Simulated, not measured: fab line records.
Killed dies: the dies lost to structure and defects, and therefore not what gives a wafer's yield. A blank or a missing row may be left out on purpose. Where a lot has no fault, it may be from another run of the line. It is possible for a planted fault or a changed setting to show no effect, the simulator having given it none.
fab line records + flow n5-finfet
[record]
- lots = 7
- wafers = 39
route steps=1938 shown DUMMY_GATE@237 MOL_CONTACT_COAG@541
start-h: start of the lot's first displayed wafer, in hours after the record's first day + wait-h: time in hours since the lot's previous step + " as in the row above + L1.1+2: one row covering several wafers at once + - no value, or no start given + * or withheld: withheld + < > ~ a bound
route shown NAME@n: names a module that has steps shown in the file, with the first one's number in the route + usual: mean/standard deviation taken from wafers without a fault + same: alike in all rows + chamber/n: place in a boat + sites: per-site readings + _std_site: standard deviation of those values + _edge_site: inner sites' mean taken away from outer sites' mean + radius-mm: how far each site lies from the wafer's centre + mask NAME#n: copy n + behind: tool/chamber where the wafer was last shaped + hold: cause of the lot's hold/its duration in hours/its outcome + device: whichever transistor did not switch (one of n, p or np) + end of line: the same wafers' tests at the end of the route + a step given without rows: its recipe and nothing more + killed: count of dies lost to structure and defects at first sort (not the wafer's yield) + map: shows each die of a wafer: x if killed, . if not, _ if none is there
set.NAME: the setting the step ran with; set.NAME@STEP: the setting that earlier step ran with + model.NAME: the simulator's own value behind a step, which no gauge read
lots run with intentionally changed settings; tables by step, rows by wafer
[[steps]]
[step N5_DUMMY_GATE_ETCH_37]
[recipe]
- chemistry = N2/H2
- target = SOC
- target-depth-a = 600
- overetch-a = 300
- temp-c = 40
- ion-energy-ev = 200
- pressure-mtorr = 30
- source-w = 840
- bias-w = 150
- n2-flow-sccm = 200
- h2-flow-sccm = 200
[usual]
- rf-vpp-V = 523.7/2.2
| lot.wafer | tool        | chamber | start-h | wait-h | set.source-w | rf-vpp-V |
|-----------|-------------|---------|---------|--------|--------------|----------|
| L076.1    | rie-diel-04 | 2       | 59.17   | 0.0    | 840          | 521.9    |
| L076.2    | "           | 1       | "       | "      | 938.1        | 506.3    |
| L076.3    | "           | 3       | "       | "      | 938.1        | 501.8    |
| L076.4    | "           | 1       | "       | "      | 840          | 525.7    |
| L076.5    | "           | 2       | "       | "      | 938.1        | 502.4    |
| L076.6    | "           | 3       | "       | "      | 840          | 522.4    |
| L079.1    | rie-diel-06 | 0       | 76.79   | 0.0    | 840          | 525.6    |
| L079.5    | "           | 1       | "       | "      | 840          | 527.5    |
| L079.6    | "           | 0       | "       | "      | 840          | 526.5    |
| L086.1    | rie-diel-06 | 1       | 121.32  | 0.0    | 933.2        | 508.2    |
| L086.2    | "           | 3       | "       | "      | 840          | 524.1    |
| L086.3    | "           | 2       | "       | "      | 933.2        | 502.6    |
| L086.4    | "           | 2       | "       | "      | 840          | 521.9    |
| L086.5    | "           | 3       | "       | "      | 933.2        | 505.1    |
| L086.6    | "           | 1       | "       | "      | 840          | 526.0    |
| L087.1    | rie-diel-02 | 1       | 124.37  | 0.0    | 840          | 527.6    |
| L087.2    | "           | 0       | "       | "      | 840          | 525.5    |
| L087.3    | "           | 2       | "       | "      | 840          | 523.1    |
| L087.4    | "           | 0       | "       | "      | 840          | 525.2    |
| L087.5    | "           | 2       | "       | "      | 840          | 521.2    |
| L087.6    | "           | 1       | "       | "      | 840          | 525.6    |
| L089.1    | rie-diel-02 | 1       | 134.88  | 0.0    | 840          | 527.1    |
| L089.2    | "           | 2       | "       | "      | 933.5        | 505.2    |
| L089.3    | "           | 0       | "       | "      | 933.5        | 506.8    |
| L089.4    | "           | 3       | "       | "      | 840          | 521.0    |
| L089.5    | "           | 3       | "       | "      | 933.5        | 502.1    |
| L089.6    | "           | 2       | "       | "      | 840          | 521.7    |
| L091.1    | rie-diel-06 | 2       | 147.21  | 0.0    | 840          | 522.0    |
| L091.2    | "           | 3       | "       | "      | 840          | 524.7    |
| L091.3    | "           | 0       | "       | "      | 840          | 523.7    |
| L091.4    | "           | 1       | "       | "      | 840          | 525.5    |
| L091.5    | "           | 0       | "       | "      | 840          | 525.7    |
| L091.6    | "           | 3       | "       | "      | 840          | 525.4    |
| L093.1    | rie-diel-04 | 3       | 161.89  | 0.0    | 703          | 553.0    |
| L093.2    | "           | 1       | "       | "      | 703          | 556.1    |
| L093.3    | "           | 0       | "       | "      | 840          | 523.3    |
| L093.4    | "           | 2       | "       | "      | 703          | 552.3    |
| L093.5    | "           | 1       | "       | "      | 840          | 524.1    |
| L093.6    | "           | 0       | "       | "      | 840          | 523.2    |
[step N5_DUMMY_GATE_ETCH_32]
[recipe]
- chemistry = CF4
- target = SiO2
- target-depth-a = 35
- time-s = 3.9
- ion-energy-ev = 350
- pressure-mtorr = 10
- icp-w = 800
- bias-w = 400
- cf4-flow-sccm = 80
| lot.wafer | tool      | chamber | start-h | wait-h | set.time-s | model.etch.depth-nm |
|-----------|-----------|---------|---------|--------|------------|---------------------|
| L076.1    | rie-si-05 | 1       | 59.69   | 0.1    | 3.9        | 3.591               |
| L076.2    | "         | 3       | "       | "      | 3.9        | 3.549               |
| L076.3    | "         | 2       | "       | "      | 2.982      | 2.634               |
| L076.4    | "         | 0       | "       | "      | 3.9        | 3.364               |
| L076.5    | "         | 1       | "       | "      | 2.982      | 2.7                 |
| L076.6    | "         | 0       | "       | "      | 2.982      | 2.588               |
| L079.1    | rie-si-05 | 0       | 77.38   | 0.1    | 3.9        | 3.347               |
| L079.5    | "         | 1       | "       | "      | 3.9        | 3.543               |
| L079.6    | "         | 2       | "       | "      | 3.9        | 3.414               |
| L086.1+2  | rie-si-06 | 1,2     | 121.85  | 0.1    | 3.9        | 3.429               |
| L086.3    | "         | 3       | "       | "      | 3.388      | 3.037               |
| L086.4    | "         | 0       | "       | "      | 3.388      | 3.042               |
| L086.5    | "         | 1       | "       | "      | 3.9        | 3.416               |
| L086.6    | "         | 2       | "       | "      | 3.388      | 2.978               |
| L087.1    | rie-si-06 | 2       | 125.49  | 0.1    | 3.008      | 2.634               |
| L087.2    | "         | 3       | "       | "      | 3.008      | 2.678               |
| L087.3    | "         | 0       | "       | "      | 3.9        | 3.479               |
| L087.4    | "         | 1       | "       | "      | 3.008      | 2.642               |
| L087.5    | "         | 3       | "       | "      | 3.9        | 3.475               |
| L087.6    | "         | 2       | "       | "      | 3.9        | 3.445               |
| L089.1    | rie-si-05 | 0       | 135.40  | 0.1    | 3.9        | 3.376               |
| L089.2    | "         | 3       | "       | "      | 3.037      | 2.758               |
| L089.3    | "         | 2       | "       | "      | 3.037      | 2.693               |
| L089.4    | "         | 1       | "       | "      | 3.037      | 2.786               |
| L089.5    | "         | 3       | "       | "      | 3.9        | 3.522               |
| L089.6    | "         | 0       | "       | "      | 3.9        | 3.397               |
| L091.1    | rie-si-06 | 2       | 148.03  | 0.1    | 4.79       | 4.24                |
| L091.2    | "         | 0       | "       | "      | 4.79       | 4.308               |
| L091.3    | "         | 1       | "       | "      | 4.79       | 4.234               |
| L091.4    | "         | 3       | "       | "      | 3.9        | 3.521               |
| L091.5    | "         | 3       | "       | "      | 3.9        | 3.538               |
| L091.6    | "         | 2       | "       | "      | 3.9        | 3.465               |
| L093.1    | rie-si-05 | 3       | 162.42  | 0.1    | 4.814      | 4.361               |
| L093.2    | "         | 2       | "       | "      | 4.814      | 4.277               |
| L093.3    | "         | 1       | "       | "      | 3.9        | 3.565               |
| L093.4    | "         | 0       | "       | "      | 3.9        | 3.387               |
| L093.5    | "         | 1       | "       | "      | 4.814      | 4.408               |
| L093.6    | "         | 2       | "       | "      | 3.9        | 3.44                |
[step N5_MOL_CONTACT_COAG_IMPLANT_129]
[recipe]
- species = Ge
- energy-kev = 3
- dose-cm2 = 6e+14
- tilt-deg = 0
- rotation-deg = 0
| lot.wafer        | tool         | chamber | start-h | wait-h | set.energy-kev | model.implant.rp-nm | model.implant.drp-nm |
|------------------|--------------|---------|---------|--------|----------------|---------------------|----------------------|
| L076.1+2+6       | implanter-01 | 0       | 102.22  | 0.0    | 3.316          | 6.225               | 2.271                |
| L076.3+4+5       | "            | 0       | "       | "      | 3              | 5.885               | 2.134                |
| L079.1+5+6       | implanter-02 | 0       | 120.32  | 0.0    | 3              | 6.185               | 2.134                |
| L086.1+2+3+4+5+6 | implanter-01 | 0       | 163.57  | 0.0    | 3              | 6.059               | 2.134                |
| L087.1+3+4       | implanter-02 | 0       | 167.13  | 0.0    | 3              | 5.899               | 2.134                |
| L087.2+5+6       | "            | 0       | "       | "      | 2.675          | 5.535               | 1.988                |
| L089.1+3+6       | implanter-01 | 0       | 177.14  | 0.0    | 3              | 5.93                | 2.134                |
| L089.2+4+5       | "            | 0       | "       | "      | 2.449          | 5.302               | 1.882                |
| L091.1+3+4       | implanter-01 | 0       | 188.85  | 0.0    | 3              | 5.948               | 2.134                |
| L091.2+5+6       | "            | 0       | "       | "      | 2.682          | 5.589               | 1.991                |
| L093.1+3+4       | implanter-02 | 0       | 201.16  | 0.0    | 3              | 6.045               | 2.134                |
| L093.2+5+6       | "            | 0       | "       | "      | 3.542          | 6.636               | 2.366                |
[step N5_MOL_CONTACT_COAG_EXPOSE_37]
[recipe]
- mask-id = VD
- na = 0.33
- source-shape = annular
- sigma-inner = 0.3
- sigma-outer = 0.7
- polarization = unpolarized
- defocus-nm = 0
- dose-mj = 62
| lot.wafer        | tool           | chamber | start-h | wait-h | mask | set.dose-mj |
|------------------|----------------|---------|---------|--------|------|-------------|
| L076.1+2+3+4+5+6 | euv-scanner-02 | 0       | 112.78  | -      | VD#0 | 62          |
| L079.1+5+6       | euv-scanner-02 | 0       | 130.36  | -      | VD#0 | 62          |
| L086.1+2+3+4+5+6 | euv-scanner-01 | 0       | 173.79  | -      | VD#0 | 62          |
| L087.1+5+6       | euv-scanner-01 | 0       | 179.02  | -      | VD#0 | 58.67       |
| L087.2+3+4       | "              | 0       | "       | "      | VD#0 | 62          |
| L089.1+5+6       | euv-scanner-02 | 0       | 187.00  | -      | VD#0 | 62          |
| L089.2+3+4       | "              | 0       | "       | "      | VD#0 | 66.07       |
| L091.1+2+5       | euv-scanner-02 | 0       | 199.29  | -      | VD#0 | 64.42       |
| L091.3+4+6       | "              | 0       | "       | "      | VD#0 | 62          |
| L093.1+2+6       | euv-scanner-02 | 0       | 211.04  | -      | VD#0 | 62          |
| L093.3+4+5       | "              | 0       | "       | "      | VD#0 | 64.58       |
[step N5_MOL_CONTACT_COAG_PEB_38]
[recipe]
- peb-temp-c = 100
- peb-time-s = 60
- resist = CAR-EUV
[step N5_MOL_CONTACT_COAG_DEVELOP_39]
[recipe]
- develop-time-s = 30
- developer = TMAH
- resist = CAR-EUV
- rinse-liquid = surfactant-rinse
- dry = air-spin
- dev-temp-c = 23
[step N5_MOL_CONTACT_COAG_CD_MEAS_40]
[recipe]
- target-cd-nm = 25.1
- landing-energy-ev = 500
- detector = se-inlens
- polarity = opening
[usual]
- cd-nm = 25.04/0.24
| lot.wafer | tool      | chamber | start-h | wait-h | set.dose-mj@MOL_CONTACT_COAG_EXPOSE_37 | cd-nm |
|-----------|-----------|---------|---------|--------|----------------------------------------|-------|
| L076.1    | cd-sem-01 | 0       | 112.93  | -      | 62                                     | 25.05 |
| L076.2    | "         | 0       | "       | "      | 62                                     | 25.33 |
| L076.3    | "         | 0       | "       | "      | 62                                     | 25.00 |
| L076.4    | "         | 0       | "       | "      | 62                                     | 25.07 |
| L076.5    | "         | 0       | "       | "      | 62                                     | 25.26 |
| L076.6    | "         | 0       | "       | "      | 62                                     | 25.38 |
| L079.1    | cd-sem-01 | 0       | 130.50  | -      | 62                                     | 24.82 |
| L079.5    | "         | 0       | "       | "      | 62                                     | 25.41 |
| L079.6    | "         | 0       | "       | "      | 62                                     | 24.77 |
| L086.1    | cd-sem-01 | 0       | 173.94  | -      | 62                                     | 24.81 |
| L086.2    | "         | 0       | "       | "      | 62                                     | 24.67 |
| L086.3    | "         | 0       | "       | "      | 62                                     | 24.78 |
| L086.4    | "         | 0       | "       | "      | 62                                     | 24.98 |
| L086.5    | "         | 0       | "       | "      | 62                                     | 24.87 |
| L086.6    | "         | 0       | "       | "      | 62                                     | 24.66 |
| L087.1    | cd-sem-01 | 0       | 179.16  | -      | 58.67                                  | 24.04 |
| L087.2    | "         | 0       | "       | "      | 62                                     | 24.72 |
| L087.3    | "         | 0       | "       | "      | 62                                     | 24.88 |
| L087.4    | "         | 0       | "       | "      | 62                                     | 24.70 |
| L087.5    | "         | 0       | "       | "      | 58.67                                  | 24.11 |
| L087.6    | "         | 0       | "       | "      | 58.67                                  | 23.98 |
| L089.1    | cd-sem-01 | 0       | 187.14  | -      | 62                                     | 24.87 |
| L089.2    | "         | 0       | "       | "      | 66.07                                  | 26.39 |
| L089.3    | "         | 0       | "       | "      | 66.07                                  | 26.48 |
| L089.4    | "         | 0       | "       | "      | 66.07                                  | 26.06 |
| L089.5    | "         | 0       | "       | "      | 62                                     | 24.71 |
| L089.6    | "         | 0       | "       | "      | 62                                     | 25.05 |
| L091.1    | cd-sem-02 | 0       | 199.43  | -      | 64.42                                  | 26.18 |
| L091.2    | "         | 0       | "       | "      | 64.42                                  | 25.55 |
| L091.3    | "         | 0       | "       | "      | 62                                     | 25.43 |
| L091.4    | "         | 0       | "       | "      | 62                                     | 25.09 |
| L091.5    | "         | 0       | "       | "      | 64.42                                  | 26.00 |
| L091.6    | "         | 0       | "       | "      | 62                                     | 25.15 |
| L093.1    | cd-sem-03 | 0       | 211.18  | -      | 62                                     | 25.36 |
| L093.2    | "         | 0       | "       | "      | 62                                     | 24.82 |
| L093.3    | "         | 0       | "       | "      | 64.58                                  | 25.92 |
| L093.4    | "         | 0       | "       | "      | 64.58                                  | 26.26 |
| L093.5    | "         | 0       | "       | "      | 64.58                                  | 26.01 |
| L093.6    | "         | 0       | "       | "      | 62                                     | 25.23 |
[[key]]
[split]
- step = N5_DUMMY_GATE_ETCH_37
- setting = source-w
- stated = 840
- by = wafer
[response]
- step = N5_DUMMY_GATE_ETCH_37
- reading = rf-vpp-V
- change = -1.76
- per = 1%
- r = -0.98
[split]
- step = N5_DUMMY_GATE_ETCH_32
- setting = time-s
- stated = 3.9
- by = wafer
[response]
- step = N5_DUMMY_GATE_ETCH_32
- reading = model.etch.depth-nm
- change = +0.0346
- per = 1%
- r = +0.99
[split]
- step = N5_MOL_CONTACT_COAG_IMPLANT_129
- setting = energy-kev
- stated = 3
- by = wafer
[response]
- step = N5_MOL_CONTACT_COAG_IMPLANT_129
- reading = model.implant.rp-nm
- change = +0.0334
- per = 1%
- r = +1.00
[response]
- step = N5_MOL_CONTACT_COAG_IMPLANT_129
- reading = model.implant.drp-nm
- change = +0.0133
- per = 1%
- r = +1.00
[split]
- step = N5_MOL_CONTACT_COAG_EXPOSE_37
- setting = dose-mj
- stated = 62
- by = wafer
[response]
- step = N5_MOL_CONTACT_COAG_CD_MEAS_40
- reading = cd-nm
- change = +0.19
- per = 1%
- r = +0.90
